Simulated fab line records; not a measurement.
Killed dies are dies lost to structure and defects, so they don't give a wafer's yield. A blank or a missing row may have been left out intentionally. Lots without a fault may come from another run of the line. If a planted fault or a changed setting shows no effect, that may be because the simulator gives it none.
fab line records	flow n5Finfet	part 1 of 2: steps 1 to 29 of 42
record lots=5	wafers=15	lastDay=21
route steps=1938 shown ZERO_LAYER@2 WELL_APT@20
lots that met no fault: taken from a fault-free run of the same line
startH: hours from the record's first day to the start of the lot's first wafer shown	waitH: how many hours have passed since the lot's step before this one	" identical to the entry in the row above	L1.1+2: a single row standing in for several wafers	- no value present, or no start provided	* or withheld: withheld	< > ~ a bound
route shown NAME@n: names a module that has steps shown in the file, with the first one's number in the route	usual: mean/standard deviation of fault-free wafers	same: alike in all rows	chamber/n: place in a boat	sites: readings site by site	_std_site: the standard deviation of these	_edge_site: inner sites' mean taken away from outer sites' mean	radiusMm: for every site, how far away it sits from the centre of the wafer	mask NAME#n: copy n	behind: the tool/chamber that last shaped the wafer	hold: the reason the lot was held/the length of the hold in hours/how it ended	device: the n, p or np transistor that did not switch	end of line: tests of these same wafers at the route's end	a step with no rows: only its recipe	killed: the dies lost at the first sort to structure and to defects; this is not the yield of the wafer	map: shows each die of a wafer: x if killed, . if not, _ if none is there
set.NAME: the setting the step ran with; set.NAME@STEP: the setting that earlier step ran with	model.NAME: the simulator's own value behind a step, which no gauge read
lots at some steps of the route; a table a step, a row a wafer
services: a tool's chamber out of use, with start hour (startH, from the record's first day; less than 0 if before it), hours out, and reason
## steps
# step N5_ZERO_LAYER_PRECLEAN_00
# recipe chemistry=SPM	timeS=600	tempC=120	mix=4:1
# same timeS=600
lot.wafer	tool	chamber	startH	waitH
L076.1+3+5	wetBench-05	2,3,1	24.07	0.0
L087.3+4+5	wetBench-04	0,3,5	90.07	0.0
L090.1+2+5	wetBench-05	6,5,1	108.07	0.0
L091.1+2+6	wetBench-06	2,7,3	114.07	0.0
L093.1+4+5	wetBench-05	4,1,3	126.07	0.0
# step N5_ZERO_LAYER_SRD_01
# recipe timeS=30	tempC=23	rinseLiquid=diw	dry=n2Spin	spinRpm=1500	dryTimeS=30
# same timeS=30
lot.wafer	tool	chamber	startH	waitH
L076.1+3+5	wetBench-05	2,3,1	24.25	0.0
L087.3+4+5	wetBench-04	0,3,5	90.23	0.0
L090.1+2+5	wetBench-05	6,5,1	108.25	0.0
L091.1+2+6	wetBench-06	2,7,3	114.23	0.0
L093.1+4+5	wetBench-05	4,1,3	126.40	0.0
# step N5_ZERO_LAYER_PECVD_02
# recipe material=SiO2	targetThkA=100	tempC=400	precursor=SiH4/N2O	pressureTorr=0.75	rfW=275	timeS=6
# usual heaterPowerW=809/84	showerheadPlenumPTorr=8.13/0.095
# same timeS=6
lot.wafer	tool	chamber	startH	waitH	heaterPowerW	showerheadPlenumPTorr
L076.1	pecvd-04	0	24.30	0.0	869	8.16
L076.3	"	2	"	"	885	8.07
L076.5	"	2	"	"	866	8.06
L087.3	pecvd-02	2	90.28	0.0	787	8.01
L087.4	"	2	"	"	779	7.98
L087.5	"	1	"	"	735	8.22
L090.1	pecvd-04	2	108.30	0.0	799	8.06
L090.2	"	0	"	"	874	8.22
L090.5	"	0	"	"	874	8.19
L091.1	pecvd-02	0	114.28	0.0	693	8.11
L091.2	"	2	"	"	823	7.99
L091.6	"	0	"	"	696	8.08
L093.1	pecvd-02	1	126.47	0.0	883	8.21
L093.4	"	0	"	"	671	8.11
L093.5	"	2	"	"	883	7.96
# step N5_ZERO_LAYER_HMDS_04
# recipe timeS=60	tempC=120
# same timeS=60
lot.wafer	tool	chamber	startH	waitH
L076.1+3+5	lithoTrack-04	0	24.37	0.1
L087.3+4+5	lithoTrack-05	0	90.36	0.1
L090.1+2+5	lithoTrack-02	0	108.37	0.1
L091.1+2+6	lithoTrack-02	0	114.36	0.1
L093.1+4+5	lithoTrack-04	0	126.55	0.1
# step N5_ZERO_LAYER_COAT_05
# recipe spinRpm=1500	resistThkNm=1000
lot.wafer	tool	chamber	startH	waitH
L076.1+3+5	lithoTrack-04	0	-	-
L087.3+4+5	lithoTrack-05	0	-	-
L090.1+2+5	lithoTrack-02	0	-	-
L091.1+2+6	lithoTrack-02	0	-	-
L093.1+4+5	lithoTrack-04	0	-	-
# step N5_ZERO_LAYER_EBR_07
# recipe solvent=PGMEA	ebrWidthMm=1.5
lot.wafer	tool	chamber	startH	waitH
L076.1+3+5	lithoTrack-04	0	-	-
L087.3+4+5	lithoTrack-05	0	-	-
L090.1+2+5	lithoTrack-02	0	-	-
L091.1+2+6	lithoTrack-02	0	-	-
L093.1+4+5	lithoTrack-04	0	-	-
# step N5_ZERO_LAYER_SOFTBAKE_06
# recipe tempC=100	timeS=90
# same timeS=90
lot.wafer	tool	chamber	startH	waitH
L076.1+3+5	lithoTrack-04	0	-	-
L087.3+4+5	lithoTrack-05	0	-	-
L090.1+2+5	lithoTrack-02	0	-	-
L091.1+2+6	lithoTrack-02	0	-	-
L093.1+4+5	lithoTrack-04	0	-	-
# step N5_ZERO_LAYER_EXPOSE_08
# recipe maskId=ZERO	na=0.55	sourceShape=conventional	sigmaOuter=0.8	polarization=unpolarized	defocusNm=0	targetCdNm=2000	doseMj=16.2
# usual focusOffsetNm=0.1/0.6
lot.wafer	tool	chamber	startH	waitH	mask	focusOffsetNm
L076.1	krfScanner-02	0	24.48	-	ZERO#0	0.4
L076.3	"	0	"	"	ZERO#0	-1.4
L076.5	"	0	"	"	ZERO#0	-0.5
L087.3	krfScanner-01	0	90.48	-	ZERO#0	0.5
L087.4	"	0	"	"	ZERO#0	1.0
L087.5	"	0	"	"	ZERO#0	-0.4
L090.1	krfScanner-01	0	108.61	-	ZERO#0	-1.2
L090.2	"	0	"	"	ZERO#0	0.1
L090.5	"	0	"	"	ZERO#0	0.2
L091.1	krfScanner-02	0	114.59	-	ZERO#0	1.0
L091.2	"	0	"	"	ZERO#0	0.0
L091.6	"	0	"	"	ZERO#0	0.4
L093.1	krfScanner-02	0	126.78	-	ZERO#0	0.0
L093.4	"	0	"	"	ZERO#0	1.1
L093.5	"	0	"	"	ZERO#0	0.4
# step N5_ZERO_LAYER_PEB_09
# recipe pebTempC=withheld	pebTimeS=*
lot.wafer	tool	chamber	startH	waitH
L076.1+3+5	lithoTrack-05	0	24.54	0.1
L087.3+4+5	lithoTrack-04	0	90.52	0.0
L090.1+2+5	lithoTrack-05	0	108.66	0.1
L091.1+2+6	lithoTrack-02	0	114.65	0.1
L093.1+4+5	lithoTrack-02	0	126.84	0.1
# step N5_ZERO_LAYER_DEVELOP_10
# recipe developTimeS=60	rinseLiquid=diw	dry=airSpin	devTempC=21
# usual developerTempC=21.01/0.11
lot.wafer	tool	chamber	startH	waitH	developerTempC
L076.1	lithoTrack-05	0	-	-	21.16
L076.3	"	0	"	"	21.12
L076.5	"	0	"	"	21.20
L087.3	lithoTrack-04	0	-	-	20.74
L087.4	"	0	"	"	21.03
L087.5	"	0	"	"	20.82
L090.1	lithoTrack-05	0	-	-	21.01
L090.2	"	0	"	"	21.16
L090.5	"	0	"	"	21.14
L091.1	lithoTrack-02	0	-	-	21.01
L091.2	"	0	"	"	20.89
L091.6	"	0	"	"	21.08
L093.1	lithoTrack-02	0	-	-	21.09
L093.4	"	0	"	"	21.08
L093.5	"	0	"	"	21.16
# step N5_ZERO_LAYER_HARDBAKE_23
# recipe tempC=130	timeS=120
# same timeS=120
lot.wafer	tool	chamber	startH	waitH
L076.1+3+5	lithoTrack-05	0	-	-
L087.3+4+5	lithoTrack-04	0	-	-
L090.1+2+5	lithoTrack-05	0	-	-
L091.1+2+6	lithoTrack-02	0	-	-
L093.1+4+5	lithoTrack-02	0	-	-
# step N5_ZERO_LAYER_CD_MEAS_11
# recipe targetCdNm=2000	landingEnergyEv=500	detector=seInlens
# usual cdNm=1998.3/2.8
lot.wafer	tool	chamber	startH	waitH	cdNm
L076.1	cdSem-03	0	24.66	-	1998.5
L076.3	"	0	"	"	2002.9
L076.5	"	0	"	"	2003.3
L087.3	cdSem-02	0	90.65	-	1998.7
L087.4	"	0	"	"	1996.5
L087.5	"	0	"	"	1996.7
L090.1	cdSem-03	0	108.78	-	2003.0
L090.2	"	0	"	"	1996.1
L090.5	"	0	"	"	1998.1
L091.1	cdSem-03	0	114.77	-	1998.6
L091.2	"	0	"	"	1999.1
L091.6	"	0	"	"	1999.4
L093.1	cdSem-03	0	126.96	-	2002.2
L093.4	"	0	"	"	1999.5
L093.5	"	0	"	"	1999.2
# step N5_ZERO_LAYER_DESCUM_16
# recipe chemistry=O2	timeS=7.9	sourcePowerW=50	biasPowerW=20	pressureMtorr=20	rfFrequencyHz=2.712e+07	tempC=40	o2FlowSccm=225
# usual drypumpMotorCurrentA=5.6/0.5	oesProductAu=0.78/0.064	rfVppV=243.4/1.6	showerheadPlenumPTorr=2.11/0.09	throttleValvePct=20.46/0.23
# same timeS=7.9
lot.wafer	tool	chamber	startH	waitH	drypumpMotorCurrentA	oesProductAu	rfHoursCounterH	rfVppV	showerheadPlenumPTorr	throttleValvePct
L076.1	rieDiel-05	0	24.70	0.0	5.0	0.75	136	241.3	2.02	20.60
L076.3	"	2	"	"	6.1	0.82	90	244.8	2.20	20.23
L076.5	"	0	"	"	5.0	0.74	-	241.8	2.02	20.59
L087.3	rieDiel-06	0	90.68	0.0	5.8	0.82	100	243.8	2.08	20.37
L087.4	"	1	"	"	5.5	0.84	51	245.8	2.22	20.13
L087.5	"	1	"	"	5.5	0.85	-	245.0	2.22	20.14
L090.1	rieDiel-02	1	108.82	0.0	6.4	0.84	61	246.3	2.24	20.43
L090.2	"	0	"	"	4.8	0.71	213	240.1	1.99	20.94
L090.5	"	2	"	"	5.0	0.73	-	245.5	2.17	20.44
L091.1	rieDiel-06	2	114.80	0.0	5.6	0.74	195	243.0	2.06	20.30
L091.2	"	1	"	"	5.6	0.85	56	245.1	2.22	20.17
L091.6	"	1	"	"	5.6	0.86	-	245.6	2.22	20.14
L093.1	rieDiel-06	1	127.28	0.3	5.6	0.85	58	244.2	2.22	20.16
L093.4	"	0	"	"	5.8	0.82	107	241.1	2.08	20.36
L093.5	"	1	"	"	5.6	0.84	-	245.9	2.22	20.18
# step N5_ZERO_LAYER_ETCH_17
# recipe chemistry=CF4	target=SiO2	targetDepthA=120	timeS=13.3	ionEnergyEv=350	pressureMtorr=40	sourceW=450	biasW=215	Ar_flow_sccm=100	cf4FlowSccm=100
# usual drypumpMotorCurrentA=5.6/0.5	oesProductAu=0.77/0.055	rfVppV=950/5.1	showerheadPlenumPTorr=2.16/0.086	throttleValvePct=15.70/0.21
# same timeS=13.3
lot.wafer	tool	chamber	startH	waitH	drypumpMotorCurrentA	oesProductAu	rfHoursCounterH	rfVppV	showerheadPlenumPTorr	throttleValvePct
L076.1	rieDiel-05	0	24.74	0.0	5.0	0.73	136	945	2.07	15.69
L076.3	"	2	"	"	6.1	0.82	90	956	2.26	15.52
L076.5	"	0	"	"	5.0	0.74	-	944	2.07	15.72
L087.3	rieDiel-06	0	90.72	0.0	5.8	0.81	100	950	2.15	15.77
L087.4	"	1	"	"	5.6	0.85	51	955	2.25	15.26
L087.5	"	1	"	"	5.5	0.85	-	957	2.25	15.27
L090.1	rieDiel-02	1	108.86	0.0	6.4	0.83	61	955	2.26	15.50
L090.2	"	0	"	"	4.8	0.72	213	942	2.02	16.02
L090.5	"	2	"	"	5.0	0.72	-	951	2.21	15.67
L091.1	rieDiel-06	2	114.84	0.0	5.6	0.73	195	947	2.15	15.66
L091.2	"	1	"	"	5.5	0.86	56	957	2.25	15.26
L091.6	"	1	"	"	5.5	0.86	-	956	2.25	15.25
L093.1	rieDiel-06	1	127.31	0.0	5.5	0.85	58	956	2.24	15.27
L093.4	"	0	"	"	5.8	0.79	107	951	2.15	15.77
L093.5	"	1	"	"	5.6	0.87	-	957	2.24	15.27
# step N5_ZERO_LAYER_ETCH_18
# recipe chemistry=HBr/Cl2	target=Si	targetDepthA=1200	timeS=40	pressureMtorr=10	icpW=800	biasW=75	HBr_flow_sccm=150	Cl2_flow_sccm=80
# usual HBr_flow_sccm=149.9/0.45	drypumpMotorCurrentA=5.8/0.46	oesProductAu=0.998/0.016	throttleValvePct=36.4/0.46
# same timeS=40
lot.wafer	tool	chamber	startH	waitH	HBr_flow_sccm	drypumpMotorCurrentA	oesProductAu	rfHoursCounterH	throttleValvePct
L076.1	rieSi-06	3	24.81	0.0	150.2	6.3	1.018	188	36.3
L076.3	"	1	"	"	149.9	6.2	0.994	113	36.7
L076.5	"	0	"	"	150.2	4.8	1.031	-	36.4
L087.3	rieSi-01	0	90.79	0.0	150.4	6.2	1.008	8	37.3
L087.4	"	2	"	"	150.0	5.3	0.996	2	36.3
L087.5	"	1	"	"	149.3	5.4	1.000	-	36.6
L090.1	rieSi-01	3	108.93	0.0	149.8	5.5	0.986	111	35.7
L090.2	"	0	"	"	149.8	6.3	1.002	9	37.4
L090.5	"	0	"	"	149.9	6.3	1.004	-	37.4
L091.1	rieSi-01	0	114.91	0.0	149.6	6.2	1.007	9	37.3
L091.2	"	2	"	"	149.6	5.3	0.991	2	36.3
L091.6	"	2	"	"	149.5	5.3	0.991	-	36.3
L093.1	rieSi-06	0	127.39	0.0	150.4	4.8	1.036	9	36.4
L093.4	"	2	"	"	149.6	5.8	0.993	193	36.3
L093.5	"	1	"	"	150.3	6.2	0.999	-	36.7
# step N5_ZERO_LAYER_STRIP_24
# recipe chemistry=O2	powerW=1000	tempC=250	overashFraction=0.3	pressureMtorr=1000	o2FlowSccm=6750
# usual drypumpMotorCurrentA=6.2/0.33	heaterPowerW=302/16	oesProductAu=0.647/0.0043	stripTimeToEndpointS=43.88/0.14
lot.wafer	tool	chamber	startH	waitH	drypumpMotorCurrentA	heaterPowerW	oesProductAu	rfHoursCounterH	stripTimeToEndpointS
L076.1	plasmaAsher-01	0	24.91	0.1	6.6	305	0.642	82	43.97
L076.3	"	1	"	"	5.8	330	0.644	-	43.97
L076.5	"	0	"	"	6.6	303	0.642	-	44.02
L087.3	plasmaAsher-01	0	90.91	0.1	6.6	306	0.656	-	44.07
L087.4	"	1	"	"	5.8	323	0.649	-	43.96
L087.5	"	1	"	"	5.7	328	0.645	-	43.99
L090.1	plasmaAsher-02	1	109.03	0.1	6.4	290	0.648	37	43.82
L090.2	"	0	"	"	5.9	289	0.641	37	43.80
L090.5	"	1	"	"	6.3	299	0.650	-	43.80
L091.1	plasmaAsher-01	0	115.02	0.1	6.6	307	0.648	100	43.77
L091.2	"	1	"	"	5.7	333	0.647	100	43.73
L091.6	"	0	"	"	6.6	304	0.643	-	43.71
L093.1	plasmaAsher-02	0	127.49	0.1	5.9	284	0.649	40	43.90
L093.4	"	1	"	"	6.3	291	0.639	-	43.78
L093.5	"	0	"	"	5.9	290	0.637	-	43.86
# step N5_ZERO_LAYER_STRIP_19
# recipe chemistry=SPM	timeS=900	tempC=130	h2so4H2o2VolRatio=4	dry=ipaMarangoni
# same timeS=900
lot.wafer	tool	chamber	startH	waitH
L076.1+3+5	wetBench-06	3,1,7	25.00	0.1
L087.3+4+5	wetBench-04	4,5,0	90.98	0.0
L090.1+2+5	wetBench-06	1,5,4	109.12	0.1
L091.1+2+6	wetBench-06	2,5,6	115.10	0.1
L093.1+4+5	wetBench-06	7,1,4	127.58	0.1
# step N5_ZERO_LAYER_INSPECT_20
# recipe inspectInstrument=darkfield	mode=postClean
# usual rawDefectCount=33/13
lot.wafer	tool	chamber	startH	waitH	rawDefectCount
L076.1	defectInspect-01	-	25.30	0.0	28
L076.3	"	-	"	"	37
L076.5	"	-	"	"	19
L087.3	defectInspect-01	-	91.26	0.0	21
L087.4	"	-	"	"	61
L087.5	"	-	"	"	35
L090.1	defectInspect-02	-	109.39	0.0	34
L090.2	"	-	"	"	58
L090.5	"	-	"	"	16
L091.1	defectInspect-02	-	115.38	0.0	49
L091.2	"	-	"	"	25
L091.6	"	-	"	"	49
L093.1	defectInspect-01	-	127.85	0.0	28
L093.4	"	-	"	"	18
L093.5	"	-	"	"	50
# step N5_WELL_APT_HMDS_01
# recipe timeS=60	tempC=120
# same timeS=60
lot.wafer	tool	chamber	startH	waitH
L076.1+3+5	lithoTrack-03	0	25.33	0.0
L087.3+4+5	lithoTrack-03	0	91.29	0.0
L090.1+2+5	lithoTrack-01	0	109.43	0.0
L091.1+2+6	lithoTrack-01	0	115.42	0.0
L093.1+4+5	lithoTrack-04	0	127.89	0.0
# step N5_WELL_APT_COAT_02
# recipe spinRpm=1357	resistThkNm=950
lot.wafer	tool	chamber	startH	waitH
L076.1+3+5	lithoTrack-03	0	-	-
L087.3+4+5	lithoTrack-03	0	-	-
L090.1+2+5	lithoTrack-01	0	-	-
L091.1+2+6	lithoTrack-01	0	-	-
L093.1+4+5	lithoTrack-04	0	-	-
# step N5_WELL_APT_EBR_04
# recipe solvent=PGMEA	ebrWidthMm=1.5
lot.wafer	tool	chamber	startH	waitH
L076.1+3+5	lithoTrack-03	0	-	-
L087.3+4+5	lithoTrack-03	0	-	-
L090.1+2+5	lithoTrack-01	0	-	-
L091.1+2+6	lithoTrack-01	0	-	-
L093.1+4+5	lithoTrack-04	0	-	-
# step N5_WELL_APT_SOFTBAKE_03
# recipe tempC=130	timeS=60
# same timeS=60
lot.wafer	tool	chamber	startH	waitH
L076.1+3+5	lithoTrack-03	0	-	-
L087.3+4+5	lithoTrack-03	0	-	-
L090.1+2+5	lithoTrack-01	0	-	-
L091.1+2+6	lithoTrack-01	0	-	-
L093.1+4+5	lithoTrack-04	0	-	-
# step N5_WELL_APT_EXPOSE_05
# recipe maskId=NWELL	na=0.8	sourceShape=conventional	sigmaOuter=0.8	polarization=unpolarized	defocusNm=0	targetCdNm=200	doseMj=20.3
# usual focusOffsetNm=-0.1/0.48
lot.wafer	tool	chamber	startH	waitH	mask	focusOffsetNm
L076.1	krfScanner-01	0	25.55	-	NWELL#0	-1.1
L076.3	"	0	"	"	NWELL#0	-0.4
L076.5	"	0	"	"	NWELL#0	-0.9
L087.3	krfScanner-01	0	91.40	-	NWELL#0	-0.3
L087.4	"	0	"	"	NWELL#0	-0.1
L087.5	"	0	"	"	NWELL#0	0.1
L090.1	krfScanner-02	0	109.65	-	NWELL#0	-0.4
L090.2	"	0	"	"	NWELL#0	-0.7
L090.5	"	0	"	"	NWELL#0	-0.4
L091.1	krfScanner-01	0	115.64	-	NWELL#0	-0.3
L091.2	"	0	"	"	NWELL#0	-0.8
L091.6	"	0	"	"	NWELL#0	-0.3
L093.1	krfScanner-01	0	128.12	-	NWELL#0	0.2
L093.4	"	0	"	"	NWELL#0	0.2
L093.5	"	0	"	"	NWELL#0	0.1
# step N5_WELL_APT_PEB_06
# recipe pebTempC=130	pebTimeS=90
lot.wafer	tool	chamber	startH	waitH
L076.1+3+5	lithoTrack-03	0	25.61	0.1
L087.3+4+5	lithoTrack-01	0	91.44	0.0
L090.1+2+5	lithoTrack-01	0	109.71	0.1
L091.1+2+6	lithoTrack-04	0	115.70	0.1
L093.1+4+5	lithoTrack-03	0	128.17	0.1
# step N5_WELL_APT_DEVELOP_07
# recipe developTimeS=45	rinseLiquid=surfactantRinse	dry=airSpin	devTempC=21
# usual developerTempC=21.00/0.095
lot.wafer	tool	chamber	startH	waitH	developerTempC
L076.1	lithoTrack-03	0	-	-	21.03
L076.3	"	0	"	"	20.99
L076.5	"	0	"	"	21.08
L087.3	lithoTrack-01	0	-	-	21.00
L087.4	"	0	"	"	20.99
L087.5	"	0	"	"	21.04
L090.1	lithoTrack-01	0	-	-	21.00
L090.2	"	0	"	"	21.10
L090.5	"	0	"	"	21.08
L091.1	lithoTrack-04	0	-	-	20.87
L091.2	"	0	"	"	20.88
L091.6	"	0	"	"	21.04
L093.1	lithoTrack-03	0	-	-	20.98
L093.4	"	0	"	"	20.98
L093.5	"	0	"	"	21.02
# step N5_WELL_APT_HARDBAKE_12
# recipe tempC=130	timeS=120
# same timeS=120
lot.wafer	tool	chamber	startH	waitH
L076.1+3+5	lithoTrack-03	0	-	-
L087.3+4+5	lithoTrack-01	0	-	-
L090.1+2+5	lithoTrack-01	0	-	-
L091.1+2+6	lithoTrack-04	0	-	-
L093.1+4+5	lithoTrack-03	0	-	-
# step N5_WELL_APT_CD_MEAS_08
# recipe targetCdNm=200	landingEnergyEv=500	detector=seInlens
# usual cdNm=199.6/2.3
lot.wafer	tool	chamber	startH	waitH	cdNm
L076.1	cdSem-01	0	25.72	-	200.5
L076.3	"	0	"	"	201.3
L076.5	"	0	"	"	200.8
L087.3	cdSem-02	0	91.56	-	199.6
L087.4	"	0	"	"	197.4
L087.5	"	0	"	"	200.2
L090.1	cdSem-03	0	109.82	-	202.9
L090.2	"	0	"	"	200.3
L090.5	"	0	"	"	198.9
L091.1	cdSem-02	0	115.81	-	196.7
L091.2	"	0	"	"	197.4
L091.6	"	0	"	"	196.4
L093.1	cdSem-02	0	128.29	-	201.7
L093.4	"	0	"	"	199.7
L093.5	"	0	"	"	202.5
# step N5_WELL_APT_OVL_MEAS_09
# recipe pointsPerWafer=44
# usual NWELL_OVL=4/4.4
lot.wafer	tool	chamber	startH	waitH	NWELL_OVL[nm]
L076.1	overlay-02	0	25.75	0.0	2
L076.3	"	0	"	"	6
L076.5	"	0	"	"	0
L087.3	overlay-01	0	91.59	0.0	7
L087.4	"	0	"	"	5
L087.5	"	0	"	"	4
L090.1	overlay-02	0	109.85	0.0	3
L090.2	"	0	"	"	-2
L090.5	"	0	"	"	-2
L091.1	overlay-01	0	115.84	0.0	12
L091.2	"	0	"	"	5
L091.6	"	0	"	"	5
L093.1	overlay-01	0	128.32	0.0	2
L093.4	"	0	"	"	10
L093.5	"	0	"	"	6
# step N5_WELL_APT_INSPECT_10
# recipe mode=adi	inspectInstrument=macro
# usual rawDefectCount=2.0/1.6
lot.wafer	tool	chamber	startH	waitH	rawDefectCount
L076.1	defectInspect-01	-	25.78	0.0	5
L076.3	"	-	"	"	4
L076.5	"	-	"	"	3
L087.3	defectInspect-01	-	91.61	0.0	1
L087.4	"	-	"	"	1
L087.5	"	-	"	"	1
L090.1	defectInspect-02	-	109.88	0.0	1
L090.2	"	-	"	"	2
L090.5	"	-	"	"	6
L091.1	defectInspect-01	-	115.87	0.0	3
L091.2	"	-	"	"	1
L091.6	"	-	"	"	3
L093.1	defectInspect-01	-	128.34	0.0	2
L093.4	"	-	"	"	2
L093.5	"	-	"	"	2
